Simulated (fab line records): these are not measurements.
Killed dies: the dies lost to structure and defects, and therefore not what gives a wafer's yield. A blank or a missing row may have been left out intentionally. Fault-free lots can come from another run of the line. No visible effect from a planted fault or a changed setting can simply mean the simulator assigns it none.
fab line records | flow nand-harc
record lots=11 | wafers=33 | last-day=25
route steps=1159 shown A_BLC@978 A_M0@999
lots untouched by any fault: they come from a run of this same line in which no faults occurred
start-h: the number of hours between the record's first day and the start of the first shown wafer of the lot | wait-h: time in hours since the lot's previous step | " unchanged from the row above | L1.1+2: several wafers, shown together as one row | - no value present, or no start provided | * or withheld: withheld | < > ~ a bound
route shown NAME@n: a module of which the file shows steps, and the number in the route of the first | usual: average and standard deviation across the fault-free wafers | same: alike in all rows | chamber/n: place in a boat | sites: each site's reading | _std_site: their standard deviation | _edge_site: the outer-site mean with the inner-site mean subtracted | radius-mm: how far each site lies from the wafer's centre | mask NAME#n: copy n | behind: the last tool/chamber to shape the wafer | hold: cause of the lot's hold/its duration in hours/its outcome | device: the transistor (n, p or np) that didn't switch | end of line: tests run on the same wafers once the route is complete | a step given without rows: its recipe and nothing more | killed: at the first sort, the dies lost to defects and structure; wafer yield is something else | map: a wafer's dies, x killed, . not, _ none there
set.NAME: the run value of the setting; set.NAME@STEP: its run value at that earlier step | model.NAME: the simulator's own value behind a step, which no gauge read
a sample of lots followed through the steps of the route, with each step as a table and each wafer as a row
services: when a tool's chamber went out of use (start-h, in hours from the record's first day, below 0 if earlier), for how many hours, and the reason
## steps
# step NHARC_A_BLC_ETCH_16
# recipe target-depth-a=390 | over-etch-frac=0.3 | time-s=65 | ion-energy-ev=80 | cf4-flow-sccm=150 | ar-flow-sccm=0 | rf-w=300 | bias-w=100 | chemistry=CF4
# usual cf4-flow-sccm=150.0/0.43 | chamber-pressure-mTorr=50.00/0.047 | drypump-motor-current-A=5.6/0.46 | oes-product-au=0.996/0.01 | rf-vpp-V=151.2/1.2 | showerhead-plenum-p-Torr=1.76/0.058 | throttle-valve-pct=13.284/0.0088
# same time-s=65
lot.wafer | tool        | chamber | start-h | wait-h | cf4-flow-sccm | chamber-pressure-mTorr | drypump-motor-current-A | oes-product-au | rf-hours-counter-h | rf-vpp-V | showerhead-plenum-p-Torr | throttle-valve-pct
L361.1    | rie-diel-01 | 2       | 399.91  | 0.2    | 149.6         | 50.03                  | 5.5                     | 1.004          | 10                 | 152.2    | 1.79                     | 13.291
L361.2    | "           | 3       | "       | "      | 149.8         | 50.07                  | 5.2                     | 0.982          | 10                 | 151.1    | 1.80                     | 13.268
L361.4    | "           | 1       | "       | "      | 150.3         | 49.98                  | 5.1                     | 1.001          | 9                  | 150.9    | 1.70                     | 13.279
L365.1    | rie-diel-01 | 2       | 406.05  | 0.1    | 150.0         | 49.99                  | 5.5                     | 1.004          | 11                 | 152.5    | 1.79                     | 13.289
L365.4    | "           | 0       | "       | "      | 150.2         | 50.02                  | 5.5                     | 0.993          | 10                 | 150.0    | 1.77                     | 13.273
L365.6    | "           | 2       | "       | "      | 150.5         | 50.02                  | 5.5                     | 1.002          | -                  | 150.9    | 1.79                     | 13.282
L364.4    | rie-diel-01 | 3       | 427.50  | 0.1    | 150.4         | 50.02                  | 5.2                     | 0.979          | 13                 | 152.4    | 1.80                     | 13.280
L364.3    | "           | 1       | "       | "      | 149.8         | 50.06                  | 5.1                     | 0.988          | 12                 | 150.6    | 1.70                     | 13.279
L364.5    | "           | 3       | "       | "      | 150.5         | 50.01                  | 5.2                     | 0.986          | -                  | 151.9    | 1.80                     | 13.291
L368.2    | rie-diel-11 | 0       | 436.13  | 0.1    | 149.8         | 50.01                  | 6.4                     | 1.005          | 5                  | 149.7    | 1.68                     | 13.282
L368.3    | "           | 2       | "       | "      | 149.6         | 50.04                  | 5.8                     | 0.986          | 5                  | 149.3    | 1.74                     | 13.281
L368.5    | "           | 1       | "       | "      | 150.2         | 50.05                  | 5.0                     | 1.002          | -                  | 152.7    | 1.85                     | 13.276
L374.3    | rie-diel-01 | 2       | 467.12  | 0.1    | 150.7         | 49.94                  | 5.5                     | 0.997          | 16                 | 152.5    | 1.79                     | 13.284
L374.5    | "           | 2       | "       | "      | 150.3         | 49.91                  | 5.5                     | 1.010          | -                  | 150.7    | 1.79                     | 13.300
L374.6    | "           | 3       | "       | "      | 150.6         | 49.96                  | 5.2                     | 0.992          | -                  | 152.2    | 1.80                     | 13.288
L376.1    | rie-diel-11 | 1       | 495.30  | 0.1    | 149.4         | 49.94                  | 5.0                     | 0.996          | 11                 | 151.5    | 1.85                     | 13.274
L376.2    | "           | 2       | "       | "      | 149.6         | 50.13                  | 5.8                     | 0.978          | 12                 | 150.6    | 1.74                     | 13.298
L376.6    | "           | 3       | "       | "      | 150.2         | 50.03                  | 6.2                     | 0.989          | -                  | 149.7    | 1.68                     | 13.290
L379.4    | rie-diel-12 | 3       | 496.03  | 0.1    | 150.3         | 50.04                  | 5.2                     | 0.998          | 38                 | 151.1    | 1.84                     | 13.288
L379.6    | "           | 1       | "       | "      | 151.0         | 50.05                  | 6.0                     | 0.971          | -                  | 150.3    | 1.71                     | 13.297
L379.5    | "           | 2       | "       | "      | 149.7         | 49.98                  | 5.5                     | 0.993          | -                  | 152.8    | 1.86                     | 13.306
L378.2    | rie-diel-12 | 2       | 497.19  | 0.1    | 150.6         | 49.97                  | 5.5                     | 1.011          | 35                 | 151.9    | 1.86                     | 13.280
L378.4    | "           | 0       | "       | "      | 149.7         | 50.03                  | 5.6                     | 1.009          | 41                 | 150.4    | 1.70                     | 13.286
L378.5    | "           | 3       | "       | "      | 150.4         | 49.95                  | 5.2                     | 0.999          | -                  | 152.9    | 1.84                     | 13.283
L380.3    | rie-diel-01 | 0       | 523.91  | 0.1    | 149.5         | 49.93                  | 5.5                     | 1.007          | 2                  | 151.6    | 1.77                     | 13.281
L380.4    | "           | 1       | "       | "      | 149.4         | 50.02                  | 5.1                     | 1.008          | 2                  | 149.1    | 1.70                     | 13.282
L380.5    | "           | 0       | "       | "      | 149.8         | 49.97                  | 5.5                     | 1.013          | -                  | 150.3    | 1.77                     | 13.279
L381.4    | rie-diel-11 | 2       | 537.74  | 0.1    | 150.3         | 50.05                  | 5.8                     | 0.998          | 15                 | 151.5    | 1.74                     | 13.294
L381.1    | "           | 3       | "       | "      | 149.9         | 49.98                  | 6.2                     | 0.983          | 14                 | 149.1    | 1.68                     | 13.280
L381.2    | "           | 0       | "       | "      | 150.2         | 50.00                  | 6.4                     | 1.007          | 14                 | 150.3    | 1.68                     | 13.290
L382.3    | rie-diel-01 | 1       | 538.48  | 0.2    | 150.1         | 50.01                  | 5.1                     | 0.994          | 4                  | 149.1    | 1.70                     | 13.298
L382.6    | "           | 1       | "       | "      | 150.0         | 50.01                  | 5.1                     | 0.998          | -                  | 151.6    | 1.70                     | 13.282
L382.5    | "           | 2       | "       | "      | 149.7         | 49.90                  | 5.5                     | 1.006          | -                  | 151.7    | 1.79                     | 13.296
# step NHARC_A_M0_SOFTBAKE_04
# recipe temp-c=105 | time-s=55
# usual heater-power-total-W=188.46/0.15 | resist-line-temp-C=23.00/0.097
# same time-s=55
lot.wafer | tool           | chamber | start-h | wait-h | heater-power-total-W | resist-line-temp-C
L361.1    | litho-track-04 | 0       | 404     | -      | 188.40               | 23.08
L361.2    | "              | 0       | "       | "      | 188.29               | 22.95
L361.4    | "              | 0       | "       | "      | 188.69               | 22.98
L365.1    | litho-track-01 | 0       | 411     | -      | 188.45               | 23.06
L365.4    | "              | 0       | "       | "      | 188.77               | 22.88
L365.6    | "              | 0       | "       | "      | 188.41               | 22.93
L364.3    | litho-track-06 | 0       | 430     | -      | 195.63               | 23.03
L364.4    | "              | 0       | "       | "      | 195.89               | 23.11
L364.5    | "              | 0       | "       | "      | 195.72               | 23.04
L368.2    | litho-track-06 | 0       | 445     | -      | 195.76               | 23.02
L368.3    | "              | 0       | "       | "      | 195.72               | 23.00
L368.5    | "              | 0       | "       | "      | 196.11               | 22.99
L374.3    | litho-track-04 | 0       | 470     | -      | 188.33               | 23.19
L374.5    | "              | 0       | "       | "      | 188.28               | 22.97
L374.6    | "              | 0       | "       | "      | 188.39               | 23.12
L376.1    | litho-track-06 | 0       | 504     | -      | 188.57               | 22.99
L376.2    | "              | 0       | "       | "      | 188.35               | 22.96
L376.6    | "              | 0       | "       | "      | 188.38               | 22.94
L379.4    | litho-track-06 | 0       | 504     | -      | 188.46               | 22.68
L379.5    | "              | 0       | "       | "      | 188.41               | 22.92
L379.6    | "              | 0       | "       | "      | 188.43               | 22.91
L378.2    | litho-track-04 | 0       | 505     | -      | 188.33               | 23.06
L378.4    | "              | 0       | "       | "      | 188.41               | 23.02
L378.5    | "              | 0       | "       | "      | 188.31               | 23.11
L380.3    | litho-track-04 | 0       | 531     | -      | 188.63               | 22.98
L380.4    | "              | 0       | "       | "      | 188.42               | 22.90
L380.5    | "              | 0       | "       | "      | 188.57               | 23.00
L381.1    | litho-track-04 | 0       | 541     | -      | 188.45               | 22.87
L381.2    | "              | 0       | "       | "      | 188.50               | 23.07
L381.4    | "              | 0       | "       | "      | 188.59               | 23.04
L382.3    | litho-track-06 | 0       | 542     | -      | 188.79               | 23.03
L382.5    | "              | 0       | "       | "      | 188.51               | 23.14
L382.6    | "              | 0       | "       | "      | 188.27               | 23.10
# step NHARC_A_M0_INSPECT_11
# usual raw-defect-count=30/11
lot.wafer | tool              | chamber | start-h | wait-h | raw-defect-count
L361.1    | defect-inspect-02 | -       | 405.53  | 0.0    | 9
L361.2    | "                 | -       | "       | "      | 10
L361.4    | "                 | -       | "       | "      | 16
L365.1    | defect-inspect-01 | -       | 412.02  | 0.0    | 26
L365.4    | "                 | -       | "       | "      | 22
L365.6    | "                 | -       | "       | "      | 25
L364.3    | defect-inspect-01 | -       | 431.37  | 0.0    | 19
L364.4    | "                 | -       | "       | "      | 33
L364.5    | "                 | -       | "       | "      | 20
L368.2    | defect-inspect-02 | -       | 445.81  | 0.0    | 22
L368.3    | "                 | -       | "       | "      | 34
L368.5    | "                 | -       | "       | "      | 24
L374.3    | defect-inspect-01 | -       | 471.19  | 0.0    | 27
L374.5    | "                 | -       | "       | "      | 32
L374.6    | "                 | -       | "       | "      | 21
L376.1    | defect-inspect-01 | -       | 504.94  | 0.0    | 62
L376.2    | "                 | -       | "       | "      | 63
L376.6    | "                 | -       | "       | "      | 50
L379.4    | defect-inspect-02 | -       | 505.53  | 0.0    | 17
L379.5    | "                 | -       | "       | "      | 16
L379.6    | "                 | -       | "       | "      | 25
L378.2    | defect-inspect-02 | -       | 505.96  | 0.1    | 35
L378.4    | "                 | -       | "       | "      | 26
L378.5    | "                 | -       | "       | "      | 34
L380.3    | defect-inspect-01 | -       | 531.90  | 0.0    | 32
L380.4    | "                 | -       | "       | "      | 36
L380.5    | "                 | -       | "       | "      | 37
L381.1    | defect-inspect-01 | -       | 542.41  | 0.0    | 19
L381.2    | "                 | -       | "       | "      | 18
L381.4    | "                 | -       | "       | "      | 15
L382.3    | defect-inspect-01 | -       | 542.54  | 0.0    | 20
L382.5    | "                 | -       | "       | "      | 22
L382.6    | "                 | -       | "       | "      | 34
# step NHARC_A_M0_DESCUM_14
# recipe time-s=3 | o2-flow-sccm=200 | ar-flow-sccm=0 | bias-power-w=0 | chemistry=O2
# usual chamber-pressure-mTorr=60.01/0.054 | drypump-motor-current-A=5.5/0.43 | oes-product-au=1.003/0.0093 | rf-vpp-V=57.6/0.87 | showerhead-plenum-p-Torr=1.87/0.078 | throttle-valve-pct=11.311/0.01
# same time-s=3
lot.wafer | tool        | chamber | start-h | wait-h | chamber-pressure-mTorr | drypump-motor-current-A | oes-product-au | rf-hours-counter-h | rf-vpp-V | showerhead-plenum-p-Torr | throttle-valve-pct
L361.1    | rie-diel-13 | 2       | 405.59  | 0.1    | 60.02                  | 5.3                     | 0.984          | 8                  | 57.7     | 2.00                     | 11.333
L361.2    | "           | 0       | "       | "      | 59.98                  | 5.8                     | 0.975          | 8                  | 56.5     | 1.83                     | 11.298
L361.4    | "           | 1       | "       | "      | 60.04                  | 5.1                     | 1.007          | 8                  | 55.5     | 1.80                     | 11.322
L365.1    | rie-diel-13 | 2       | 412.09  | 0.1    | 60.17                  | 5.3                     | 0.988          | 9                  | 57.8     | 2.00                     | 11.300
L365.4    | "           | 0       | "       | "      | 60.01                  | 5.7                     | 0.989          | 8                  | 58.4     | 1.83                     | 11.297
L365.6    | "           | 2       | "       | "      | 59.96                  | 5.3                     | 0.988          | -                  | 57.5     | 2.00                     | 11.312
L364.3    | rie-diel-06 | 3       | 431.44  | 0.1    | 60.01                  | 5.8                     | 0.976          | 0                  | 57.2     | 1.82                     | 11.332
L364.4    | "           | 1       | "       | "      | 60.01                  | 6.4                     | 1.001          | 0                  | 57.4     | 1.97                     | 11.298
L364.5    | "           | 2       | "       | "      | 59.97                  | 5.0                     | 1.002          | -                  | 57.3     | 1.80                     | 11.313
L368.3    | rie-diel-13 | 2       | 445.88  | 0.1    | 59.99                  | 5.3                     | 0.986          | 11                 | 60.2     | 2.00                     | 11.302
L368.2    | "           | 3       | "       | "      | 60.01                  | 5.5                     | 1.015          | 11                 | 57.8     | 1.79                     | 11.301
L368.5    | "           | 2       | "       | "      | 60.06                  | 5.3                     | 0.992          | -                  | 57.0     | 2.00                     | 11.309
L374.3    | rie-diel-06 | 2       | 471.26  | 0.1    | 60.06                  | 5.0                     | 0.997          | 3                  | 57.0     | 1.80                     | 11.320
L374.6    | "           | 1       | "       | "      | 60.08                  | 6.4                     | 1.004          | -                  | 57.7     | 1.96                     | 11.286
L374.5    | "           | 2       | "       | "      | 60.01                  | 5.0                     | 0.993          | -                  | 56.9     | 1.80                     | 11.298
L376.1    | rie-diel-13 | 2       | 505.01  | 0.1    | 60.00                  | 5.3                     | 1.004          | 3                  | 58.6     | 1.99                     | 11.305
L376.2    | "           | 0       | "       | "      | 59.97                  | 5.8                     | 1.012          | 4                  | 57.2     | 1.83                     | 11.318
L376.6    | "           | 2       | "       | "      | 59.99                  | 5.3                     | 1.010          | -                  | 57.8     | 1.99                     | 11.299
L379.4    | rie-diel-13 | 3       | 505.60  | 0.1    | 59.91                  | 5.6                     | 0.998          | 4                  | 56.1     | 1.79                     | 11.316
L379.5    | "           | 1       | "       | "      | 59.98                  | 5.2                     | 1.004          | -                  | 57.9     | 1.80                     | 11.298
L379.6    | "           | 2       | "       | "      | 59.99                  | 5.3                     | 0.999          | -                  | 56.5     | 1.99                     | 11.308
L378.4    | rie-diel-13 | 2       | 506.02  | 0.1    | 59.99                  | 5.3                     | 0.997          | 3                  | 57.4     | 1.99                     | 11.311
L378.2    | "           | 1       | "       | "      | 59.96                  | 5.2                     | 1.019          | 3                  | 57.4     | 1.80                     | 11.299
L378.5    | "           | 3       | "       | "      | 59.89                  | 5.6                     | 1.005          | -                  | 58.1     | 1.79                     | 11.300
L380.3    | rie-diel-06 | 0       | 531.98  | 0.1    | 59.93                  | 5.3                     | 0.999          | 7                  | 58.3     | 1.95                     | 11.320
L380.4    | "           | 2       | "       | "      | 60.02                  | 5.0                     | 1.009          | 7                  | 55.9     | 1.80                     | 11.312
L380.5    | "           | 3       | "       | "      | 60.02                  | 5.8                     | 0.986          | -                  | 58.6     | 1.82                     | 11.314
L381.2    | rie-diel-07 | 3       | 542.47  | 0.1    | 60.14                  | 6.3                     | 0.992          | 8                  | 57.9     | 1.82                     | 11.328
L381.1    | "           | 2       | "       | "      | 60.04                  | 5.4                     | 1.011          | 8                  | 58.6     | 1.92                     | 11.319
L381.4    | "           | 3       | "       | "      | 59.96                  | 6.3                     | 1.012          | -                  | 57.3     | 1.82                     | 11.296
L382.3    | rie-diel-06 | 2       | 542.62  | 0.1    | 59.99                  | 5.0                     | 1.007          | 9                  | 57.2     | 1.80                     | 11.313
L382.5    | "           | 3       | "       | "      | 60.09                  | 5.8                     | 0.994          | -                  | 56.4     | 1.82                     | 11.319
L382.6    | "           | 0       | "       | "      | 59.95                  | 5.3                     | 1.010          | -                  | 58.6     | 1.95                     | 11.314
## services
tool           | chamber | start-h | hours | kind
rie-diel-12    | -       | 379.46  | 9.0   | pm
rie-diel-13    | 0       | 383.04  | -     | clean
rie-diel-13    | 1       | 383.04  | -     | clean
rie-diel-13    | 2       | 383.04  | -     | clean
rie-diel-13    | 3       | 383.04  | -     | clean
rie-diel-13    | 2       | 390.11  | 1.4   | repair
rie-diel-01    | 0       | 397.30  | -     | clean
rie-diel-01    | 1       | 397.30  | -     | clean
rie-diel-01    | 2       | 397.30  | -     | clean
rie-diel-01    | 3       | 397.30  | -     | clean
rie-diel-07    | -       | 405.21  | 9.0   | pm
rie-diel-13    | 0       | 407.64  | -     | clean
rie-diel-06    | -       | 418.21  | 9.0   | pm
litho-track-01 | -       | 443.00  | 7.0   | pm
rie-diel-13    | -       | 453.03  | 9.0   | pm
rie-diel-01    | 2       | 457.54  | 3.1   | repair
litho-track-06 | -       | 467.00  | 7.0   | pm
rie-diel-01    | 2       | 472.67  | 1.6   | repair
litho-track-04 | -       | 491.00  | 7.0   | pm
rie-diel-01    | -       | 491.80  | 9.0   | pm
rie-diel-07    | 0       | 527.24  | 28.8  | repair
rie-diel-11    | -       | 531.38  | 0.9   | repair
rie-diel-06    | -       | 534.76  | 0.4   | repair
rie-diel-13    | -       | 535.74  | 0.4   | repair
## key
first-sign step=NHARC_A_M0_SOFTBAKE_04 | reading=heater-power-total-W | direction=up | sigmas=50 | usual=* | struck=*
effect none on later readings
met-at NHARC_A_M0_SOFTBAKE_04
struck-lots L364,L368
not-acting-at NHARC_A_BLC_ETCH_16,NHARC_A_M0_INSPECT_11,NHARC_A_M0_DESCUM_14
fault kind=process-parameter-drift | tool=litho-track-06 | chamber=- | onset-h=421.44 | steps=NHARC_A_M0_SOFTBAKE_04 | channel=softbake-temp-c | offset=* | shape=step | end-h=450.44 | acts-in=* | stated=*
